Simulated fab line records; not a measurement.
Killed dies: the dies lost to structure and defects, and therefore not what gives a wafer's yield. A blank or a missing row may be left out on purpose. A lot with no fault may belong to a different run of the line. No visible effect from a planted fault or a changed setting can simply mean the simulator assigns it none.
Which tool is to blame? | flow n5Finfet | 24 lots, 72 wafers sampled, at 6 steps of a route of 1938

== WHAT THE GAUGES READ, wafer by wafer ==
N5_BEOL_M7_RS_MEAS_57: measures by four-point-probe. Usual: M7_RS gives 0.291 ohm/sq (standard deviation 0.011).
lot  | measured     | on           | M7_RS (ohm/sq)    | flag
L074 | day 10 00:34 | filmMetro-02 | 0.289 0.291 0.309 | 
L075 | day 10 05:01 | filmMetro-02 | 0.288 0.274 0.274 | 
L076 | day 10 08:15 | filmMetro-01 | 0.288 0.295 0.314 | 
L078 | day 10 08:51 | filmMetro-01 | 0.285 0.278 0.288 | 
L077 | day 10 16:16 | filmMetro-01 | 0.306 0.297 0.306 | 
L081 | day 10 20:50 | filmMetro-01 | 0.280 0.309 0.280 | 
L080 | day 11 02:59 | filmMetro-01 | 0.301 0.278 0.293 | 
L079 | day 11 04:47 | filmMetro-01 | 0.288 0.290 0.289 | 
L083 | day 11 06:59 | filmMetro-02 | 0.271 0.295 0.306 | 
L082 | day 11 07:13 | filmMetro-02 | 0.288 0.280 0.290 | 
L084 | day 12 01:25 | filmMetro-02 | 0.283 0.284 0.297 | 
L085 | day 12 05:53 | filmMetro-02 | 0.283 0.301 0.304 | 
L086 | day 12 16:41 | filmMetro-02 | 0.297 0.293 0.286 | 
L088 | day 12 18:28 | filmMetro-01 | 0.277 0.278 0.272 | 
L089 | day 13 10:43 | filmMetro-01 | 0.285 0.280 0.291 | 
L087 | day 13 10:48 | filmMetro-02 | 0.283 0.280 0.284 | 
L092 | day 13 11:00 | filmMetro-02 | 0.293 0.286 0.293 | 
L091 | day 13 18:26 | filmMetro-02 | 0.308 0.292 0.291 | 
L090 | day 13 18:47 | filmMetro-01 | 0.300 0.285 0.283 | 
L094 | day 13 23:21 | filmMetro-01 | 0.276 0.285 0.291 | 
L093 | day 13 23:32 | filmMetro-01 | 0.300 0.286 0.287 | 
L095 | day 15 05:29 | filmMetro-02 | 0.312 0.286 0.311 | 
L097 | day 15 15:35 | filmMetro-02 | 0.297 0.276 0.303 | 
L096 | day 16 08:52 | filmMetro-02 | 0.287 0.285 0.285 | 

N5_BEOL_M8_CD_MEAS_11 targets a cd of 38.5 nm. Usual: cdNm 38.5 nm, standard deviation 0.53.
lot  | measured     | on       | cdNm (nm)      | flag
L074 | day 10 02:56 | cdSem-03 | 38.6 38.3 38.8 | 
L075 | day 10 06:44 | cdSem-02 | 39.7 38.9 39.5 | 
L076 | day 10 10:26 | cdSem-02 | 39.1 38.8 38.1 | 
L078 | day 10 11:14 | cdSem-03 | 37.7 38.7 38.5 | 
L077 | day 10 19:02 | cdSem-03 | 38.8 38.3 38.6 | 
L081 | day 10 22:58 | cdSem-02 | 38.8 38.9 38.5 | 
L080 | day 11 04:57 | cdSem-03 | 38.4 39.4 38.5 | 
L079 | day 11 07:05 | cdSem-02 | 38.0 37.5 37.7 | 
L083 | day 11 09:45 | cdSem-02 | 39.0 38.9 38.9 | 
L082 | day 11 09:55 | cdSem-01 | 38.1 37.7 38.1 | 
L084 | day 12 03:37 | cdSem-03 | 38.3 38.8 38.6 | 
L085 | day 12 08:03 | cdSem-01 | 37.7 38.9 39.5 | 
L086 | day 12 18:41 | cdSem-02 | 38.8 38.2 38.7 | 
L088 | day 12 20:44 | cdSem-01 | 37.8 37.6 38.2 | 
L089 | day 13 13:55 | cdSem-03 | 39.7 39.5 39.3 | 
L087 | day 13 14:05 | cdSem-01 | 38.6 38.5 38.1 | 
L092 | day 13 14:15 | cdSem-03 | 39.0 39.2 39.0 | 
L091 | day 13 21:47 | cdSem-02 | 38.6 38.8 37.8 | 
L090 | day 13 21:56 | cdSem-02 | 39.1 38.5 39.1 | 
L094 | day 14 01:38 | cdSem-02 | 38.5 38.6 39.0 | 
L093 | day 14 02:14 | cdSem-01 | 38.3 38.0 38.0 | 
L095 | day 15 07:58 | cdSem-01 | 39.1 38.3 39.2 | 
L097 | day 15 17:03 | cdSem-02 | 38.6 39.2 37.5 | 
L096 | day 16 13:00 | cdSem-02 | 39.0 38.3 38.3 | 

N5_BEOL_M8_RS_MEAS_57: measures by four-point-probe. Usual: M8_RS gives 0.291 ohm/sq (standard deviation 0.012).
lot  | measured     | on           | M8_RS (ohm/sq)    | flag
L074 | day 10 07:56 | filmMetro-02 | 0.287 0.295 0.270 | 
L075 | day 10 12:43 | filmMetro-02 | 0.286 0.302 0.275 | 
L076 | day 10 16:40 | filmMetro-02 | 0.290 0.299 0.289 | 
L078 | day 10 19:50 | filmMetro-02 | 0.315 0.299 0.297 | 
L077 | day 10 23:50 | filmMetro-02 | 0.291 0.290 0.283 | 
L081 | day 11 05:12 | filmMetro-02 | 0.282 0.278 0.274 | 
L080 | day 11 10:20 | filmMetro-02 | 0.288 0.308 0.285 | 
L079 | day 11 13:05 | filmMetro-02 | 0.279 0.307 0.296 | 
L083 | day 11 14:37 | filmMetro-01 | 0.291 0.290 0.303 | 
L082 | day 11 16:38 | filmMetro-02 | 0.284 0.277 0.312 | 
L084 | day 12 08:49 | filmMetro-02 | 0.289 0.289 0.281 | 
L085 | day 12 12:03 | filmMetro-02 | 0.307 0.285 0.303 | 
L086 | day 12 23:13 | filmMetro-01 | 0.294 0.281 0.292 | 
L088 | day 13 03:01 | filmMetro-01 | 0.284 0.265 0.298 | 
L089 | day 13 20:11 | filmMetro-01 | 0.290 0.294 0.291 | 
L087 | day 13 20:55 | filmMetro-02 | 0.271 0.295 0.296 | 
L092 | day 13 20:28 | filmMetro-02 | 0.293 0.310 0.299 | 
L091 | day 14 05:10 | filmMetro-01 | 0.276 0.288 0.310 | 
L090 | day 14 05:23 | filmMetro-01 | 0.307 0.297 0.270 | 
L094 | day 14 06:02 | filmMetro-02 | 0.293 0.296 0.307 | 
L093 | day 14 08:31 | filmMetro-02 | 0.295 0.261 0.305 | 
L095 | day 15 16:52 | filmMetro-02 | 0.295 0.281 0.285 | 
L097 | day 15 22:50 | filmMetro-02 | 0.292 0.287 0.301 | 
L096 | day 16 17:40 | filmMetro-01 | 0.275 0.279 0.267 | 

== WHAT TOOL EACH LOT RAN ON (gives the tool, then ch and the chambers of the sampled wafers, and finally the start) ==
lot  | N5_BEOL_M7_PRE_CLEAN_45     | N5_BEOL_M8_CURE_75           | N5_BEOL_M8_DEGAS_44
L074 | pvdSputter-01, day 9 22:47  | uvCure-03 ch 2, day 10 05:20 | pvdSputter-03, day 10 06:10
L075 | pvdSputter-03, day 10 03:14 | uvCure-02 ch 2, day 10 09:57 | pvdSputter-01, day 10 10:20
L076 | pvdSputter-03, day 10 06:17 | uvCure-03 ch 2, day 10 12:26 | pvdSputter-03, day 10 13:06
L078 | pvdSputter-03, day 10 06:40 | uvCure-02 ch 1, day 10 15:41 | pvdSputter-03, day 10 16:13
L077 | pvdSputter-03, day 10 13:04 | uvCure-01 ch 1, day 10 21:55 | pvdSputter-03, day 10 22:17
L081 | pvdSputter-01, day 10 19:09 | uvCure-01 ch 1, day 11 02:14 | pvdSputter-01, day 11 02:30
L080 | pvdSputter-03, day 11 01:29 | uvCure-01 ch 0, day 11 07:35 | pvdSputter-02, day 11 08:48
L079 | pvdSputter-03, day 11 02:15 | uvCure-01 ch 0, day 11 09:29 | pvdSputter-03, day 11 09:42
L083 | pvdSputter-01, day 11 05:11 | uvCure-01 ch 2, day 11 12:37 | pvdSputter-03, day 11 13:02
L082 | pvdSputter-01, day 11 05:25 | uvCure-01 ch 2, day 11 13:01 | pvdSputter-01, day 11 13:17
L084 | pvdSputter-02, day 11 23:32 | uvCure-01 ch 1, day 12 05:26 | pvdSputter-03, day 12 07:15
L085 | pvdSputter-01, day 12 04:08 | uvCure-03 ch 0, day 12 09:40 | pvdSputter-03, day 12 10:15
L086 | pvdSputter-01, day 12 11:10 | uvCure-02 ch 1, day 12 21:09 | pvdSputter-02, day 12 21:37
L088 | pvdSputter-03, day 12 16:44 | uvCure-02 ch 1, day 13 00:19 | pvdSputter-03, day 13 01:23
L089 | pvdSputter-03, day 13 07:35 | uvCure-02 ch 2, day 13 17:55 | pvdSputter-01, day 13 18:20
L087 | pvdSputter-02, day 13 07:48 | uvCure-02 ch 2, day 13 18:20 | pvdSputter-01, day 13 18:42
L092 | pvdSputter-02, day 13 08:12 | uvCure-01 ch 1, day 13 18:13 | pvdSputter-01, day 13 18:32
L091 | pvdSputter-02, day 13 14:55 | uvCure-01 ch 2, day 14 02:40 | pvdSputter-02, day 14 03:28
L090 | pvdSputter-01, day 13 15:22 | uvCure-02 ch 0, day 14 03:10 | pvdSputter-01, day 14 03:32
L094 | pvdSputter-01, day 13 21:50 | uvCure-01 ch 2, day 14 03:33 | pvdSputter-02, day 14 04:04
L093 | pvdSputter-02, day 13 21:56 | uvCure-01 ch 1, day 14 04:29 | pvdSputter-02, day 14 05:22
L095 | pvdSputter-02, day 15 03:22 | uvCure-02 ch 0, day 15 12:43 | pvdSputter-03, day 15 13:13
L097 | pvdSputter-03, day 15 13:01 | uvCure-01 ch 0, day 15 18:47 | pvdSputter-03, day 15 19:13
L096 | pvdSputter-02, day 16 07:02 | uvCure-02 ch 1, day 16 15:45 | pvdSputter-01, day 16 15:57
- N5_BEOL_M7_PRE_CLEAN_45: time 30 s.
- N5_BEOL_M8_CURE_75: cures SiCOH lowk, time 120 s.
- N5_BEOL_M8_DEGAS_44: time 60 s.

== WHAT THE TOOLS THEMSELVES READ (means of the sampled wafers that have a number; where no wafer has one, the mark that the record gives instead) ==
N5_BEOL_M7_PRE_CLEAN_45. Usual: heaterPowerW 339 W, standard deviation 44.
lot  | tool          | heaterPowerW (W) | flag
L074 | pvdSputter-01 | 421              | 
L075 | pvdSputter-03 | 322              | 
L076 | pvdSputter-03 | 311              | 
L078 | pvdSputter-03 | 326              | 
L077 | pvdSputter-03 | 325              | 
L081 | pvdSputter-01 | 352              | 
L080 | pvdSputter-03 | 313              | 
L079 | pvdSputter-03 | 327              | 
L083 | pvdSputter-01 | 372              | 
L082 | pvdSputter-01 | 331              | 
L084 | pvdSputter-02 | 345              | 
L085 | pvdSputter-01 | 356              | 
L086 | pvdSputter-01 | 370              | 
L088 | pvdSputter-03 | 338              | 
L089 | pvdSputter-03 | 312              | 
L087 | pvdSputter-02 | 296              | 
L092 | pvdSputter-02 | 373              | 
L091 | pvdSputter-02 | 334              | 
L090 | pvdSputter-01 | 372              | 
L094 | pvdSputter-01 | 370              | 
L093 | pvdSputter-02 | 354              | 
L095 | pvdSputter-02 | 342              | 
L097 | pvdSputter-03 | 319              | 
L096 | pvdSputter-02 | 324              | 

N5_BEOL_M8_CURE_75. Usual: lampPowerPct 52.32 %, standard deviation 0.052; wafer_temp_C_max 372.2, standard deviation 0.57.
lot  | tool      | lampPowerPct (%) | wafer_temp_C_max | flag
L074 | uvCure-03 | 52.35            | 372.7            | 
L075 | uvCure-02 | 52.32            | 372.4            | 
L076 | uvCure-03 | 52.28            | 372.6            | 
L078 | uvCure-02 | 52.28            | 372.2            | 
L077 | uvCure-01 | 52.31            | 372.4            | 
L081 | uvCure-01 | 52.42            | 372.2            | 
L080 | uvCure-01 | 52.31            | 372.9            | 
L079 | uvCure-01 | 52.38            | 373.1            | 
L083 | uvCure-01 | 52.31            | 371.5            | 
L082 | uvCure-01 | 52.32            | 371.2            | 
L084 | uvCure-01 | 52.30            | 372.1            | 
L085 | uvCure-03 | 52.29            | 371.9            | 
L086 | uvCure-02 | 52.33            | 371.8            | 
L088 | uvCure-02 | 52.30            | 371.9            | 
L089 | uvCure-02 | 52.33            | 372.5            | 
L087 | uvCure-02 | 52.32            | 372.0            | 
L092 | uvCure-01 | 52.36            | 372.9            | 
L091 | uvCure-01 | 52.32            | 371.7            | 
L090 | uvCure-02 | 52.36            | 372.0            | 
L094 | uvCure-01 | 52.25            | 371.3            | 
L093 | uvCure-01 | 52.36            | 372.4            | 
L095 | uvCure-02 | 52.35            | 371.6            | 
L097 | uvCure-01 | 52.26            | 372.6            | 
L096 | uvCure-02 | 52.31            | 371.9            | 

N5_BEOL_M8_DEGAS_44. Usual: heaterPowerW 337 W, standard deviation 43.
lot  | tool          | heaterPowerW (W) | flag
L074 | pvdSputter-03 | 327              | 
L075 | pvdSputter-01 | 421              | 
L076 | pvdSputter-03 | 323              | 
L078 | pvdSputter-03 | 316              | 
L077 | pvdSputter-03 | 331              | 
L081 | pvdSputter-01 | 336              | 
L080 | pvdSputter-02 | 328              | 
L079 | pvdSputter-03 | 308              | 
L083 | pvdSputter-03 | 326              | 
L082 | pvdSputter-01 | 334              | 
L084 | pvdSputter-03 | 319              | 
L085 | pvdSputter-03 | 321              | 
L086 | pvdSputter-02 | 317              | 
L088 | pvdSputter-03 | 330              | 
L089 | pvdSputter-01 | 371              | 
L087 | pvdSputter-01 | 336              | 
L092 | pvdSputter-01 | 416              | 
L091 | pvdSputter-02 | 318              | 
L090 | pvdSputter-01 | 335              | 
L094 | pvdSputter-02 | 354              | 
L093 | pvdSputter-02 | 290              | 
L095 | pvdSputter-03 | 314              | 
L097 | pvdSputter-03 | 313              | 
L096 | pvdSputter-01 | 403              | 

== THE ANSWER, worked out from the rows above alone ==
Rule: a lot is off if the mean of its wafers that have a number lies more than 3 standard deviations from the usual mean. Also off: a lot with no number at a reading for which 4 or more lots have one. Any other lot the step has rows for is counted as sound. First the gauges in route order, then the tools' own readings, where a lot's mean is used as printed above. The first step at which some lot is off is used, and at that step the reading that is off furthest; a lot without a number counts as furthest.
Across all readings shown, no lot is off: no conclusion can be drawn from this.

== WHAT WAS PUT IN BY THE SIMULATOR ==
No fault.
